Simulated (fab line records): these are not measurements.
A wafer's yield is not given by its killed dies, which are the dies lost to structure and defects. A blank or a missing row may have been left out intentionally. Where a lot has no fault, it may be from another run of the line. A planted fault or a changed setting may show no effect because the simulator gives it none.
fab line records    flow n5-finfet
[record] lots = 7  wafers = 21
route steps=1938 shown BEOL_M1@800 BEOL_M2@870 BEOL_M3@974 BEOL_M4@1023
start-h: hours from the record's opening day to when the first of the lot's shown wafers began    wait-h: time in hours since the lot's previous step    " as in the row above    L1.1+2: several wafers, shown together as one row    - no value, or no start given    * or withheld: withheld    < > ~ a bound
route shown NAME@n: names a module that has steps shown in the file, with the first one's number in the route    usual: mean and standard deviation over wafers with no fault    same: alike in all rows    chamber/n: place in a boat    sites: per-site readings    _std_site: the standard deviation of these    _edge_site: mean of outer sites minus mean of inner sites    radius-mm: how far each site lies from the wafer's centre    mask NAME#n: copy n    behind: the most recent tool/chamber to have shaped the wafer    hold: the reason the lot was held/the length of the hold in hours/how it ended    device: names the non-switching transistor (n, p or np)    end of line: tests of these same wafers at the route's end    for a step that has no rows: nothing shown but its recipe    killed: at the first sort, the dies lost to defects and structure; wafer yield is something else    map: a wafer's dies, x killed, . not, _ none there
set.NAME: setting as actually run; set.NAME@STEP: the setting as run at that earlier step    model.NAME: the simulator's own value behind a step, which no gauge read
lots where settings were altered on purpose, with a table for each step and a row for each wafer
[[steps]]
[step N5_BEOL_M1_TRENCH_ETCH_37]
[recipe] chemistry = C4F6/O2  target-depth-a = 552.07  target = SiOC  time-s = 29  ion-energy-ev = 250  pressure-mtorr = 30  source-w = 355  bias-w = 185  Ar_flow_sccm = 300  C4F6_flow_sccm = 10  O2_flow_sccm = 10
[usual] rf-vpp-V = 664/5.7
lot.wafer  tool         chamber  start-h  wait-h  set.bias-w  rf-vpp-V  model.BEOL_M1.feature-depth-nm  model.etch.depth-nm
L074.4     rie-diel-02  1        -        -       185         658       54.6                            54.7
L074.5     "            1        "        "       185         658       54.4                            54.45
L074.6     "            2        "        "       209.8       735       58                              57.97
L075.2     rie-diel-03  3        -        -       185         670       54.6                            54.5
L075.3     "            1        "        "       207.2       722       56.8                            56.85
L075.6     "            3        "        "       185         672       54.4                            54.37
L078.2     rie-diel-02  0        -        -       197.6       701       56                              56.07
L078.4     "            3        "        "       197.6       687       56.8                            56.86
L078.6     "            1        "        "       185         658       54.6                            54.53
L080.1     rie-diel-03  3        -        -       185         670       55                              54.97
L080.4     "            2        "        "       185         667       55                              55.01
L080.5     "            2        "        "       185         666       55.4                            55.37
L084.3     rie-diel-02  3        -        -       185         653       55.6                            55.6
L084.4     "            1        "        "       185         658       54.2                            54.28
L084.5     "            0        "        "       185         665       55.2                            55.13
L088.1     rie-diel-03  0        -        -       185         667       55.4                            55.3
L088.3     "            2        "        "       185         665       54.8                            54.81
L088.4     "            3        "        "       185         670       54.4                            54.39
L096.1     rie-diel-05  2        -        -       202         715       56.8                            56.85
L096.2     "            3        "        "       185         670       55.4                            55.32
L096.6     "            3        "        "       202         719       56.8                            56.7
[step N5_BEOL_M1_ETCH_41]
[recipe] chemistry = CH3F/O2  target = SiCN  target-depth-a = 319  taper-deg = 2  time-s = 57.8  ion-energy-ev = 120  mask-material = TiN  pressure-mtorr = 30  source-w = 395  bias-w = 75  Ar_flow_sccm = 150  CH3F_flow_sccm = 30  O2_flow_sccm = 20
[step N5_BEOL_M1_STRIP_97]
[recipe] chemistry = N2/H2  time-s = 10  power-w = 450  temp-c = 40  pressure-mtorr = 20  rf-frequency-hz = 6e+07  bias-power-w = 7  n2-flow-sccm = 200  h2-flow-sccm = 200
[step N5_BEOL_M1_OCD_MEAS_38]
[usual] trench-depth-nm = 55.2/0.88
lot.wafer  tool    chamber  start-h  wait-h  set.bias-w@BEOL_M1_TRENCH_ETCH_37  trench-depth-nm
L074.4     ocd-01  -        126.89   -       185                                54.5
L074.5     "       -        "        "       185                                54.7
L074.6     "       -        "        "       209.8                              58.0
L075.2     ocd-01  -        139.55   -       185                                54.1
L075.3     "       -        "        "       207.2                              56.7
L075.6     "       -        "        "       185                                54.2
L078.2     ocd-02  -        149.04   -       197.6                              56.0
L078.4     "       -        "        "       197.6                              57.2
L078.6     "       -        "        "       185                                54.8
L080.1     ocd-01  -        182.69   -       185                                55.0
L080.4     "       -        "        "       185                                55.4
L080.5     "       -        "        "       185                                55.4
L084.3     ocd-02  -        228.04   -       185                                55.4
L084.4     "       -        "        "       185                                54.1
L084.5     "       -        "        "       185                                55.1
L088.1     ocd-02  -        244.70   -       185                                55.1
L088.3     "       -        "        "       185                                54.4
L088.4     "       -        "        "       185                                54.2
L096.1     ocd-01  -        310.92   -       202                                56.8
L096.2     "       -        "        "       185                                55.2
L096.6     "       -        "        "       202                                56.9
[step N5_BEOL_M2_COAT_22]
[recipe] resist = CAR-EUV  spin-rpm = 1500  resist-thk-nm = 30
lot.wafer   tool            chamber  start-h  wait-h  set.spin-rpm  model.CAR-EUV_of_BEOL_M2_COAT_22.thk-nm
L074.4+5+6  litho-track-04  0        -        -       1500          29.8
L075.2      litho-track-03  0        -        -       1602          29.2
L075.3+6    "               0        "        "       1500          30
L078.2+6    litho-track-01  0        -        -       1604          29
L078.4      "               0        "        "       1500          30
L080.1+5    litho-track-04  0        -        -       1500          30
L080.4      "               0        "        "       1660          28.6
L084.3+4+5  litho-track-01  0        -        -       1500          30
L088.1+3    litho-track-01  0        -        -       1500          30
L088.4      "               0        "        "       1398          31.2
L096.1+2+6  litho-track-01  0        -        -       1500          29.8
[step N5_BEOL_M2_EBR_24]
[recipe] solvent = PGMEA  ebr-width-mm = 1.5
[step N5_BEOL_M2_SOFTBAKE_23]
[recipe] temp-c = 110  time-s = 60  resist = CAR-EUV
[step N5_BEOL_M2_EXPOSE_25]
[recipe] mask-id = V1  na = 0.33  source-shape = quasar  sigma-inner = 0.2  sigma-outer = 0.8  polarization = unpolarized  defocus-nm = 5  dose-mj = 63
[step N5_BEOL_M2_PEB_26]
[recipe] peb-temp-c = 100  peb-time-s = 60  resist = CAR-EUV
[step N5_BEOL_M2_DEVELOP_27]
[recipe] develop-time-s = 30  developer = TMAH  resist = CAR-EUV  rinse-liquid = surfactant-rinse  dry = air-spin  dev-temp-c = 23
lot.wafer   tool            chamber  start-h  wait-h  set.spin-rpm@BEOL_M2_COAT_22  model.CAR-EUV_of_BEOL_M2_COAT_22.thk-nm
L074.4+5+6  litho-track-04  0        -        -       1500                          29.4
L075.2      litho-track-01  0        -        -       1602                          28.6
L075.3+6    "               0        "        "       1500                          29.6
L078.2+6    litho-track-01  0        -        -       1604                          28.6
L078.4      "               0        "        "       1500                          29.6
L080.1+5    litho-track-04  0        -        -       1500                          29.6
L080.4      "               0        "        "       1660                          28.2
L084.3+4+5  litho-track-04  0        -        -       1500                          29.6
L088.1      litho-track-01  0        -        -       1500                          29.6
L088.3      "               0        "        "       1500                          29.4
L088.4      "               0        "        "       1398                          30.8
L096.1+2+6  litho-track-03  0        -        -       1500                          29.4
[step N5_BEOL_M2_DESCUM_33]
[recipe] chemistry = O2  time-s = 7  source-power-w = 50  bias-power-w = 20  pressure-mtorr = 20  rf-frequency-hz = 2.712e+07  temp-c = 40  resist = CAR-EUV  o2-flow-sccm = 225
lot.wafer   tool         chamber  start-h  wait-h  set.time-s  set.spin-rpm@BEOL_M2_COAT_22  model.CAR-EUV_of_BEOL_M2_COAT_22.thk-nm
L074.4      rie-diel-01  0        135.17   0.0     7           1500                          25.8
L074.5+6    "            2,3      "        "       8.483       1500                          25.2
L075.2      rie-diel-01  1        145.83   0.0     7           1602                          25.2
L075.3+6    "            0        "        "       7           1500                          26.2
L078.2+6    rie-diel-06  3,2      168.84   0.1     5.681       1604                          25.8
L078.4      "            2        "        "       7           1500                          26
L080.1+5    rie-diel-04  3,2      213.74   0.2     7.65        1500                          25.8
L080.4      "            0        "        "       7           1660                          24.6
L084.3+4+5  rie-diel-01  3,0,3    234.00   0.0     7           1500                          26.2
L088.1+3    rie-diel-04  3,2      254.29   0.0     7           1500                          26
L088.4      "            1        "        "       7           1398                          27.2
L096.1+2    rie-diel-04  0,3      318.06   0.3     7           1500                          26
L096.6      "            3        "        "       6.075       1500                          26.4
[step N5_BEOL_M2_ETCH_77]
[recipe] chemistry = N2/H2  target = underlayer  target-depth-a = 65  mask-material = CAR-EUV  time-s = 5.2  ion-energy-ev = 200  pressure-mtorr = 30  source-w = 840  bias-w = 150  n2-flow-sccm = 200  h2-flow-sccm = 200  ends = cleared
lot.wafer   tool         chamber  start-h  wait-h  set.spin-rpm@BEOL_M2_COAT_22  set.time-s@BEOL_M2_DESCUM_33  model.CAR-EUV_of_BEOL_M2_COAT_22.thk-nm
L074.4      rie-diel-01  0        135.20   0.0     1500                          7                             20.2
L074.5+6    "            2,3      "        "       1500                          8.483                         19.4
L075.2      rie-diel-01  1        145.86   0.0     1602                          7                             19.4
L075.3+6    "            0        "        "       1500                          7                             20.4
L078.2+6    rie-diel-06  3,2      168.88   0.0     1604                          5.681                         20
L078.4      "            2        "        "       1500                          7                             20.2
L080.1      rie-diel-04  3        213.77   0.0     1500                          7.65                          20.2
L080.4      "            0        "        "       1660                          7                             18.8
L080.5      "            2        "        "       1500                          7.65                          20
L084.3+4+5  rie-diel-01  3,0,3    234.03   0.0     1500                          7                             20.4
L088.1+3    rie-diel-04  3,2      254.33   0.0     1500                          7                             20.4
L088.4      "            1        "        "       1398                          7                             21.6
L096.1+2    rie-diel-04  0,3      318.09   0.0     1500                          7                             20.2
L096.6      "            3        "        "       1500                          6.075                         20.6
[step N5_BEOL_M2_ETCH_69]
[recipe] chemistry = CF4  target = SiARC  target-depth-a = 156  mask-material = CAR-EUV  time-s = 26  ion-energy-ev = 80  pressure-mtorr = 40  source-w = 545  bias-w = 36  Ar_flow_sccm = 100  cf4-flow-sccm = 100  ends = cleared
lot.wafer   tool         chamber  start-h  wait-h  set.spin-rpm@BEOL_M2_COAT_22  set.time-s@BEOL_M2_DESCUM_33  model.CAR-EUV_of_BEOL_M2_COAT_22.thk-nm
L074.4      rie-diel-01  0        135.22   0.0     1500                          7                             11
L074.5+6    "            2,3      "        "       1500                          8.483                         10.2
L075.2      rie-diel-01  1        145.88   0.0     1602                          7                             10.4
L075.3      "            0        "        "       1500                          7                             11.4
L075.6      "            0        "        "       1500                          7                             11.2
L078.2+6    rie-diel-06  3,2      168.89   0.0     1604                          5.681                         10.8
L078.4      "            2        "        "       1500                          7                             11
L080.1+5    rie-diel-04  3,2      213.79   0.0     1500                          7.65                          10.8
L080.4      "            0        "        "       1660                          7                             9.6
L084.3+4+5  rie-diel-01  3,0,3    234.05   0.0     1500                          7                             11.2
L088.1+3    rie-diel-04  3,2      254.35   0.0     1500                          7                             11.2
L088.4      "            1        "        "       1398                          7                             12.4
L096.1+2    rie-diel-04  0,3      318.11   0.0     1500                          7                             11
L096.6      "            3        "        "       1500                          6.075                         11.6
[step N5_BEOL_M2_ALD_98]
[recipe] material = SiO2  target-thk-a = 25  temp-c = 100  ald-precursor-family = BDEAS  ald-co-reactant = O2-plasma  pulse-time-s = 1  co-reactant-pulse-time-s = 1  purge-time-s = 2  co-reactant-purge-time-s = 2  ald-cycles = 17  pressure-torr = 2
[step N5_BEOL_M2_ETCHBACK_99]
[recipe] chemistry = CHF3  target = SiO2  target-depth-a = 50  time-s = 10.4  source-w = 215  bias-w = 47  Ar_flow_sccm = 200  CHF3_flow_sccm = 12  ion-energy-ev = 100  pressure-mtorr = 30
lot.wafer   tool         chamber  start-h  wait-h  set.spin-rpm@BEOL_M2_COAT_22  set.time-s@BEOL_M2_DESCUM_33  model.CAR-EUV_of_BEOL_M2_COAT_22.thk-nm
L074.4      rie-diel-01  1        137.06   1.7     1500                          7                             10.2
L074.5+6    "            0,1      "        "       1500                          8.483                         9.4
L075.2      rie-diel-06  2        148.73   2.5     1602                          7                             9.6
L075.3+6    "            1,3      "        "       1500                          7                             10.6
L078.2      rie-diel-01  3        178.27   9.2     1604                          5.681                         10.2
L078.4      "            1        "        "       1500                          7                             10.4
L078.6      "            3        "        "       1604                          5.681                         10
L080.1+5    rie-diel-06  0,3      224.37   10.4    1500                          7.65                          10.2
L080.4      "            1        "        "       1660                          7                             9
L084.3+4+5  rie-diel-06  1,2,2    240.84   5.0     1500                          7                             10.6
L088.1+3    rie-diel-06  2,3      255.43   0.9     1500                          7                             10.4
L088.4      "            0        "        "       1398                          7                             11.6
L096.1+2    rie-diel-01  3,1      322.62   4.4     1500                          7                             10.4
L096.6      "            1        "        "       1500                          6.075                         10.8
[step N5_BEOL_M3_ETCH_70]
[recipe] chemistry = N2/H2  target = SOC  target-depth-a = 800  overetch-a = 160  mask-material = SiARC  temp-c = 40  time-s = 120  ion-energy-ev = 200  pressure-mtorr = 30  source-w = 840  bias-w = 150  n2-flow-sccm = 200  h2-flow-sccm = 200
lot.wafer   tool         chamber  start-h  wait-h  set.time-s  model.SiARC_of_BEOL_M3_COAT_68.thk-nm
L074.4+5    rie-diel-05  2        151.90   0.0     101.3       7.2
L074.6      "            3        "        "       101.3       7
L075.2+3    rie-diel-03  3,2      181.94   0.0     103.9       7.2
L075.6      "            1        "        "       120         6.4
L078.2+4    rie-diel-03  0,2      224.48   0.0     105.3       7
L078.6      "            1        "        "       120         6.4
L080.1+4+5  rie-diel-02  3,0,3    232.18   0.0     99          7.4
L084.3+4+5  rie-diel-03  0,0,2    252.21   0.0     120         6.4
L088.1+3    rie-diel-03  1,3      276.56   0.0     120         6.6
L088.4      "            2        "        "       137.2       5.6
L096.1+6    rie-diel-02  2,3      343.83   0.0     120         6.4
L096.2      "            3        "        "       95.54       7.6
[step N5_BEOL_M3_TRENCH_ETCH_37]
[recipe] chemistry = C4F6/O2  target-depth-a = 555.55  target = SiOC  time-s = 29.2  ion-energy-ev = 250  pressure-mtorr = 30  source-w = 355  bias-w = 185  Ar_flow_sccm = 300  C4F6_flow_sccm = 10  O2_flow_sccm = 10
[usual] rf-vpp-V = 665/5.6
lot.wafer  tool         chamber  start-h  wait-h  set.bias-w  rf-vpp-V  model.etch.depth-nm  model.BEOL_M3.feature-depth-nm
L074.4     rie-diel-05  2        -        -       205.9       726       58.16                58.2
L074.5     "            2        "        "       185         666       55.81                55.8
L074.6     "            3        "        "       205.9       730       57.42                57.4
L075.2     rie-diel-03  3        -        -       158.3       592       52.36                52.4
L075.3     "            2        "        "       158.3       588       52.5                 52.6
L075.6     "            1        "        "       185         661       55.05                55
L078.2     rie-diel-03  0        -        -       185         667       55.22                55.2
L078.4     "            2        "        "       200         711       56                   56
L078.6     "            1        "        "       200         702       56.24                56.2
L080.1     rie-diel-02  3        -        -       185         652       56.32                56.4
L080.4     "            0        "        "       185         663       56.65                56.6
L080.5     "            3        "        "       154.2       564       52.5                 52.6
L084.3     rie-diel-03  0        -        -       185         668       55.17                55.2
L084.4     "            0        "        "       185         668       55.37                55.4
L084.5     "            2        "        "       185         667       54.72                54.8
L088.1     rie-diel-03  1        -        -       165         602       52.7                 52.6
L088.3     "            3        "        "       165         611       53.05                53
L088.4     "            2        "        "       185         666       55.71                55.8
L096.1     rie-diel-02  2        -        -       201.5       711       57.85                57.8
L096.2     "            3        "        "       185         652       55.68                55.6
L096.6     "            3        "        "       185         651       55.55                55.6
[step N5_BEOL_M3_ETCH_41]
[recipe] chemistry = CH3F/O2  target = SiCN  target-depth-a = 299  taper-deg = 2  time-s = 52.5  ion-energy-ev = 120  mask-material = TiN  pressure-mtorr = 30  source-w = 395  bias-w = 75  Ar_flow_sccm = 150  CH3F_flow_sccm = 30  O2_flow_sccm = 20
[step N5_BEOL_M3_STRIP_97]
[recipe] chemistry = N2/H2  time-s = 10  power-w = 450  temp-c = 40  pressure-mtorr = 20  rf-frequency-hz = 6e+07  bias-power-w = 7  n2-flow-sccm = 200  h2-flow-sccm = 200
[step N5_BEOL_M3_OCD_MEAS_38]
[usual] trench-depth-nm = 55.4/0.76
lot.wafer  tool    chamber  start-h  wait-h  set.bias-w@BEOL_M3_TRENCH_ETCH_37  trench-depth-nm
L074.4     ocd-01  -        152.26   -       205.9                              58.1
L074.5     "       -        "        "       185                                56.1
L074.6     "       -        "        "       205.9                              57.8
L075.2     ocd-01  -        182.30   -       158.3                              51.7
L075.3     "       -        "        "       158.3                              52.7
L075.6     "       -        "        "       185                                54.8
L078.2     ocd-01  -        224.83   -       185                                55.5
L078.4     "       -        "        "       200                                56.0
L078.6     "       -        "        "       200                                56.6
L080.1     ocd-02  -        232.53   -       185                                56.3
L080.4     "       -        "        "       185                                56.3
L080.5     "       -        "        "       154.2                              51.8
L084.3     ocd-02  -        252.57   -       185                                55.3
L084.4     "       -        "        "       185                                55.6
L084.5     "       -        "        "       185                                55.1
L088.1     ocd-01  -        276.91   -       165                                52.9
L088.3     "       -        "        "       165                                52.9
L088.4     "       -        "        "       185                                55.3
L096.1     ocd-01  -        344.19   -       201.5                              57.9
L096.2     "       -        "        "       185                                55.9
L096.6     "       -        "        "       185                                55.1
[step N5_BEOL_M4_PECVD_72]
[recipe] material = SiO2  target-thk-a = 160  temp-c = 400  precursor = TEOS/O2  pressure-torr = 5.5  rf-w = 450  teos-flow-sccm = 53.8  gas = O2  flow-sccm = 3000  time-s = 18
lot.wafer  tool      chamber  start-h  wait-h  set.temp-c  model.SiO2_of_BEOL_M4_PECVD_72.thk-nm
L074.4+5   pecvd-03  1,2      156.29   0.1     385         17.6
L074.6     "         0        "        "       400         16
L075.2     pecvd-01  2        186.47   0.0     416.3       13.8
L075.3     "         1        "        "       400         15.4
L075.6     "         1        "        "       416.3       14.2
L078.2     pecvd-03  1        228.99   0.0     400         15.8
L078.4+6   "         1,0      "        "       400         16
L080.1     pecvd-03  0        236.49   0.0     400         15.8
L080.4     "         0        "        "       382.9       17.8
L080.5     "         1        "        "       400         16.2
L084.3+5   pecvd-03  1,0      256.72   0.0     400         16
L084.4     "         2        "        "       400         16.2
L088.1     pecvd-01  0        282.11   0.0     400         15.4
L088.3     "         2        "        "       400         15.6
L088.4     "         2        "        "       400         16
L096.1     pecvd-04  1        348.19   0.0     384.7       17.6
L096.2     "         2        "        "       400         16.2
L096.6     "         0        "        "       400         16.4
[[key]]
[split] step = N5_BEOL_M1_TRENCH_ETCH_37  setting = bias-w  stated = 185  by = wafer
[response] step = N5_BEOL_M1_TRENCH_ETCH_37  reading = rf-vpp-V  change = +5.1  per = 1%  r = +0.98
[response] step = N5_BEOL_M1_TRENCH_ETCH_37  reading = model.BEOL_M1.feature-depth-nm  change = +0.219  per = 1%  r = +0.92
[response] step = N5_BEOL_M1_TRENCH_ETCH_37  reading = model.etch.depth-nm  change = +0.222  per = 1%  r = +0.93
[response] step = N5_BEOL_M1_OCD_MEAS_38  reading = trench-depth-nm  change = +0.228  per = 1%  r = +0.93
[split] step = N5_BEOL_M2_COAT_22  setting = spin-rpm  stated = 1500  by = wafer
[response] step = N5_BEOL_M2_COAT_22  reading = model.CAR-EUV_of_BEOL_M2_COAT_22.thk-nm  change = -0.139  per = 1%  r = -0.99
[response] step = N5_BEOL_M2_DEVELOP_27  reading = model.CAR-EUV_of_BEOL_M2_COAT_22.thk-nm  change = -0.147  per = 1%  r = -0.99
[response] step = N5_BEOL_M2_DESCUM_33  reading = model.CAR-EUV_of_BEOL_M2_COAT_22.thk-nm  change = -0.115  per = 1%  r = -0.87
[response] step = N5_BEOL_M2_ETCH_77  reading = model.CAR-EUV_of_BEOL_M2_COAT_22.thk-nm  slope = -0.154  per = 1%  together-with = time-s@BEOL_M2_DESCUM_33  explained = 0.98
[response] step = N5_BEOL_M2_ETCH_69  reading = model.CAR-EUV_of_BEOL_M2_COAT_22.thk-nm  slope = -0.15  per = 1%  together-with = time-s@BEOL_M2_DESCUM_33  explained = 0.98
[response] step = N5_BEOL_M2_ETCHBACK_99  reading = model.CAR-EUV_of_BEOL_M2_COAT_22.thk-nm  slope = -0.151  per = 1%  together-with = time-s@BEOL_M2_DESCUM_33  explained = 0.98
[split] step = N5_BEOL_M2_DESCUM_33  setting = time-s  stated = 7  by = wafer
[response] step = N5_BEOL_M2_DESCUM_33  reading = model.CAR-EUV_of_BEOL_M2_COAT_22.thk-nm  slope = -0.0343  per = 1%  together-with = spin-rpm@BEOL_M2_COAT_22  explained = 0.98
[response] step = N5_BEOL_M2_ETCH_77  reading = model.CAR-EUV_of_BEOL_M2_COAT_22.thk-nm  slope = -0.0393  per = 1%  together-with = spin-rpm@BEOL_M2_COAT_22  explained = 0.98
[response] step = N5_BEOL_M2_ETCH_69  reading = model.CAR-EUV_of_BEOL_M2_COAT_22.thk-nm  slope = -0.0416  per = 1%  together-with = spin-rpm@BEOL_M2_COAT_22  explained = 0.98
[response] step = N5_BEOL_M2_ETCHBACK_99  reading = model.CAR-EUV_of_BEOL_M2_COAT_22.thk-nm  slope = -0.0378  per = 1%  together-with = spin-rpm@BEOL_M2_COAT_22  explained = 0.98
[split] step = N5_BEOL_M3_ETCH_70  setting = time-s  stated = 120  by = wafer
[response] step = N5_BEOL_M3_ETCH_70  reading = model.SiARC_of_BEOL_M3_COAT_68.thk-nm  change = -0.0598  per = 1%  r = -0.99
[split] step = N5_BEOL_M3_TRENCH_ETCH_37  setting = bias-w  stated = 185  by = wafer
[response] step = N5_BEOL_M3_TRENCH_ETCH_37  reading = rf-vpp-V  change = +5.42  per = 1%  r = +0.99
[response] step = N5_BEOL_M3_TRENCH_ETCH_37  reading = model.etch.depth-nm  change = +0.211  per = 1%  r = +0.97
[response] step = N5_BEOL_M3_TRENCH_ETCH_37  reading = model.BEOL_M3.feature-depth-nm  change = +0.209  per = 1%  r = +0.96
[response] step = N5_BEOL_M3_OCD_MEAS_38  reading = trench-depth-nm  change = +0.215  per = 1%  r = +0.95
[split] step = N5_BEOL_M4_PECVD_72  setting = temp-c  stated = 400  by = wafer
[response] step = N5_BEOL_M4_PECVD_72  reading = model.SiO2_of_BEOL_M4_PECVD_72.thk-nm  change = -0.383  per = 1%  r = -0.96
